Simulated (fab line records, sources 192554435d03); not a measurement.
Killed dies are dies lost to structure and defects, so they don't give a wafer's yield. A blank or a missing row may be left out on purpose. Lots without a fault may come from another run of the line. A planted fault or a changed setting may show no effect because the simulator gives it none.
A struck lot beside a sound one | flow n5_finfet | 39 steps out of a route of 1938
Sound: wafers L957.4, L957.5, L957.6. Struck: wafer L954.4. (L954.3, L954.6 of the same lot were not struck and are left out.) The cause comes at the end.
At each step with rows: each side's tool, then ch and its chambers, then its first start. Under that, the readings that differ: sound wafers | struck wafers | difference of the means | sigmas: that difference in standard deviations of wafers without a fault.
alike: readings whose means differ by less than 2 such deviations, and words and numbers that are the same on both sides. not compared: withheld readings, readings that some wafer has no value for, bounds like >300 that may hide the same value, and numbers for which the record gives no deviation and whose values overlap.
The two part at a step that has a row with sigmas, a row that says differs or no value, or rows on one side only. Numbers that don't overlap but have no deviation are shown without sigmas and don't part them. A reading that every wafer of one side lacks parts them only if that side has two wafers or more.

first, 9 steps without rows for these wafers: N5_HKMG_FIN_DESCUM_17 (chemistry O2, time 7.9 s); N5_HKMG_FIN_ETCH_31 (etches SiARC in CF4, target depth 45.5 nm, time 75.8 s); N5_HKMG_FIN_ETCH_32 (etches SOC in N2/H2, target depth 240 nm, time 300 s); N5_HKMG_FIN_STRIP_33 (strips in N2/H2); N5_HKMG_FIN_STRIP_34 (strips in CF4); N5_HKMG_FIN_ETCH_35 (etches SOC in N2/H2, target depth 215.8 nm, time 243.4 s); N5_HKMG_FIN_STRIP_92 (strips SOC in N2/H2, time 20 s); N5_HKMG_FIN_WET_ETCH_18 (etches TiN in SC1, time 55 s, target depth 5.2 nm, rinse time 30 s); N5_HKMG_FIN_STRIP_19 (strips in N2/H2, time 360 s).
N5_HKMG_FIN_ALD_91: deposits TiN, target thk 1 nm, pulse time 1 s, purge time 3 s.
  sound on ald_metal-01 ch 0,2,3, day 8 14:35; struck on ald_metal-02 ch 1, day 7 22:08
  reading                                  | sound       | struck | difference | sigmas
  ald_cycles                               | 47 47 47    | 26     | -21        |
  heater_power_w (W)                       | 835 915 773 | 973    | +132       | +2
  model.TiN_of_HKMG_FIN_ALD_91.thk_nm (nm) | 1 1 1       | 0.6    | -0.4       |
  alike: precursor_pulse_height_rel
  not compared: susceptor_temp_C
then, 27 steps without rows for these wafers: N5_HKMG_FIN_COAT_85 (time 60 s, resist thk 300 nm); N5_HKMG_FIN_ETCH_86 (etches SOC in N2/H2, stops on TiN, target depth 393.2 nm); N5_HKMG_FIN_STRIP_89 (strips SOC in N2/H2, time 20 s); N5_HKMG_FIN_WET_ETCH_87 (etches TiN in SC1, time 154.2 s, target depth 4.7 nm, rinse time 30 s); N5_HKMG_FIN_STRIP_88 (strips in N2/H2, time 360 s); N5_HKMG_FIN_NWFM_ALD_20 (deposits TiAlC, target thk 2 nm, pulse time 3 s, purge time 2 s); N5_HKMG_FIN_ALD_71 (deposits TiN, target thk 1 nm, pulse time 1 s, purge time 3 s); N5_HKMG_FIN_COAT_66 (time 60 s, resist thk 300 nm); N5_HKMG_FIN_ETCH_67 (etches SOC in N2/H2, stops on TiN, target depth 388.9 nm); N5_HKMG_FIN_STRIP_90 (strips SOC in N2/H2, time 20 s); N5_HKMG_FIN_WET_ETCH_73 (etches the open film in SC1, time 42.3 s, target depth 1.3 nm, rinse time 30 s); N5_HKMG_FIN_ETCHBACK_68 (etches the open film in Cl2/Ar, stops on HfO2, target depth 0.5 nm); N5_HKMG_FIN_STRIP_69 (strips in N2/H2, time 360 s); N5_HKMG_FIN_ALD_21 (deposits TiN, target thk 1.5 nm, pulse time 1 s, purge time 3 s); N5_HKMG_FIN_ALD_72 (deposits W, target thk 2 nm, pulse time 1 s, purge time 2 s); N5_HKMG_FIN_W_FILL_22 (material W, target thk 60 nm, time 18.2 s); N5_HKMG_FIN_PRECLEAN_83 (cleans in DIW, time 57.5 s); N5_HKMG_FIN_SRD_84 (dry time 32 s); N5_HKMG_FIN_CMP_23 (polishes, stops on SiNx, t overpolish 10 s, target thk 46.326 nm); N5_HKMG_FIN_CMP_94 (polishes, stops on SiNx, t overpolish 4.7 s, target thk 43.299 nm); N5_GATE_CUT_ETCHBACK_00 (etches W in SF6/Cl2); N5_GATE_CUT_ETCH_56 (etches TiN in Cl2/Ar, target depth 21.6 nm); N5_GATE_CUT_ETCHBACK_30 (etches TiN in Cl2/Ar, target depth 3 nm); N5_GATE_CUT_VAPOR_ETCH_60 (etches HfO2 in BCl3/Cl2); N5_GATE_CUT_ETCH_58 (etches SiNx in CH3F/O2, target depth 17 nm, time 128.6 s); N5_GATE_CUT_STRIP_59 (strips in N2/H2, time 20 s); N5_GATE_CUT_PRECLEAN_31 (cleans in DIW, time 300 s).
-- the record jumps here: 3 days lie between the struck wafers' starts before and after (it left off in module GATE_CUT and takes up again in module BEOL_M4, whose first step shown is number 1111 of the route) --
N5_BEOL_M4_RC_MEAS_101:
  sound on prober-01 ch 0, day 12 10:08; struck on prober-01 ch 0, day 11 08:31
  reading             | sound                      | struck    | difference | sigmas
  IOFF_N (nA/um)      | 0.21 0.20 0.18             | 1.04      | +0.84      | +20
  IOFF_N_85C (nA/um)  | 4.0 3.9 3.5                | 15.2      | +11.4      | +17
  IOFF_N_LIN (nA/um)  | 0.089 0.085 0.083          | 0.504     | +0.418     | +28
  IOFF_N_LONG (nA/um) | 5.61e-05 5.74e-05 5.62e-05 | 0.0003378 | +0.0002812 | +99 or more
  IOFF_P (nA/um)      | 0.26 0.27 0.27             | 0.10      | -0.17      | -4
  IOFF_P_85C (nA/um)  | 4.4 4.5 4.4                | 1.9       | -2.5       | -4
  IOFF_P_LIN (nA/um)  | 0.118 0.120 0.120          | 0.048     | -0.071     | -4
  IOFF_P_LONG (nA/um) | 0.000111 0.000115 0.000112 | 6.6e-05   | -4.7e-05   | -6
  ION_N (uA/um)       | 674 671 680                | 789       | +114       | +8
  ION_P (uA/um)       | 465 464 470                | 433       | -33        | -4
  VT_N (mV)           | 246 248 248                | 194       | -53        | -15
  VT_N_LONG (mV)      | 275.1 274.8 275.1          | 216.1     | -58.9      | -31
  VT_N_LVT (mV)       | 99 99 98                   | 45        | -54        | -15
  VT_P (mV)           | -244 -246 -247             | -268      | -22        | -7
  VT_P_LONG (mV)      | -272.8 -272.7 -272.9       | -290.4    | -17.6      | -7
  VT_P_LVT (mV)       | -97 -97 -97                | -120      | -23        | -8
  alike: DIBL_N, DIBL_P, IGATE_N, SS_N, SS_P
-- the record jumps here: 4 days lie between the struck wafers' starts before and after (it left off in module BEOL_M4 and takes up again in module PASSIVATION, whose first step shown is number 1936 of the route) --
N5_PASSIVATION_PROBE_49:
  the record has rows for the struck wafers here (prober-02, day 15 16:48) and none for the sound ones

WHERE THEY PART
First at N5_HKMG_FIN_ALD_91; last, within this record, at N5_PASSIVATION_PROBE_49.

WHY: what the simulator had put in
Process parameter drift: ald_metal-02, from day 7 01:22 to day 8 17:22, at N5_HKMG_FIN_ALD_91. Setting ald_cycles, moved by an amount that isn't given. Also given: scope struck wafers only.
